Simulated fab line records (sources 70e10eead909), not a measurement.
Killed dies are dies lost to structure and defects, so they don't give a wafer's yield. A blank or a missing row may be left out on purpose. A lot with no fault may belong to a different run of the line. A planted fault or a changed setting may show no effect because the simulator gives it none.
A lot that was struck, set against a sound lot    flow nand harc    15 steps out of a route of 1159
Sound: the wafers L405.1, L405.3, L405.5. Struck: wafers L423.1, L423.2, L423.6. Last of all comes the cause.
At each step with rows: each side's tool, then ch and its chambers, then its first start. Under that, the readings that differ: sound wafers    struck wafers    difference of the means    sigmas: that difference in standard deviations of wafers without a fault.
alike: readings with means less than 2 such deviations apart, plus words and numbers identical on both sides. not compared: withheld readings, readings lacking a value on some wafer, bounds such as >300 that could conceal the same value, and numbers that have no deviation in the record and whose values overlap.
The two part at a step that has a row with sigmas, a row that says differs or no value, or rows on one side only. Numbers that have no deviation but don't overlap get no sigmas and don't part them. A reading missing from all wafers of one side parts the sides only when that side holds two or more wafers.

first, 1 step without rows for these wafers: NHARC_A_ONON_D1_DEP_03 (target thk 1000 nm).
NHARC_A_ONON_D1_THK_MEAS_05: measures by ellipsometry.
  sound on film metro-02, day 8 09:55; struck on film metro-01, day 13 00:07
  alike: thk nm
then NHARC_A_ONON_D1_DEP_06 (target thk 1000 nm), 1 step lacking rows for these wafers.
NHARC_A_ONON_D1_THK_MEAS_08: measures by ellipsometry.
  sound on film metro-01, day 8 10:28; struck on film metro-01, day 13 00:41
  alike: thk nm
then NHARC_A_ONON_D1_DEP_09 (target thk 1000 nm), 1 step lacking rows for these wafers.
NHARC_A_ONON_D1_THK_MEAS_11: measures by ellipsometry.
  sound on film metro-01, day 8 11:02; struck on film metro-02, day 13 01:15
reading      sound           struck       difference  sigmas
thk nm (nm)  1005 1006 1006  984 986 987  -20         -3
then NHARC_A_ONON_D1_DEP_12 (target thk 1000 nm), 1 step lacking rows for these wafers.
NHARC_A_ONON_D1_THK_MEAS_14: measures by ellipsometry.
  sound on film metro-01, day 8 11:36; struck on film metro-02, day 13 01:49
  alike: thk nm
then, 2 steps without rows for these wafers: NHARC_A_ONON_D1_ANNEAL_15 (time 3600 s); NHARC_A_ONON_D1_DEP_16 (target thk 1000 nm).
NHARC_A_ONON_D1_THK_MEAS_18: measures by ellipsometry.
  sound on film metro-02, day 8 18:43; struck on film metro-02, day 13 09:01
  alike: thk nm
NHARC_A_ONON_D1_DEP_19: target thk 1000 nm.
  sound on pecvd onon-03 ch 0, day 8 18:46; struck on pecvd onon-04 ch 0, day 13 09:04
  alike: n2 flow sccm, susceptor temp C
NHARC_A_ONON_D1_THK_MEAS_21: measures by ellipsometry.
  sound on film metro-02, day 8 19:17; struck on film metro-01, day 13 09:35
reading      sound        struck          difference  sigmas
thk nm (nm)  998 996 997  1081 1079 1080  +83         +8
then NHARC_A_ONON_D1_DEP_22 (target thk 1000 nm), 1 step lacking rows for these wafers.
-- the record jumps here: 11 days lie between the struck wafers' starts before and after (it left off in module A_ONON_D1 and takes up again in module END, whose first step shown is number 1159 of the route) --
NHARC_END_SORT_01:
  only the struck wafers appear in the record here, on prober-02 ch 0 at day 24 09:49; the sound ones have no rows

WHERE THEY PART
Last at NHARC_END_SORT_01 as far as this record goes, first at NHARC_A_ONON_D1_THK_MEAS_11.

WHY: what the simulator had put in
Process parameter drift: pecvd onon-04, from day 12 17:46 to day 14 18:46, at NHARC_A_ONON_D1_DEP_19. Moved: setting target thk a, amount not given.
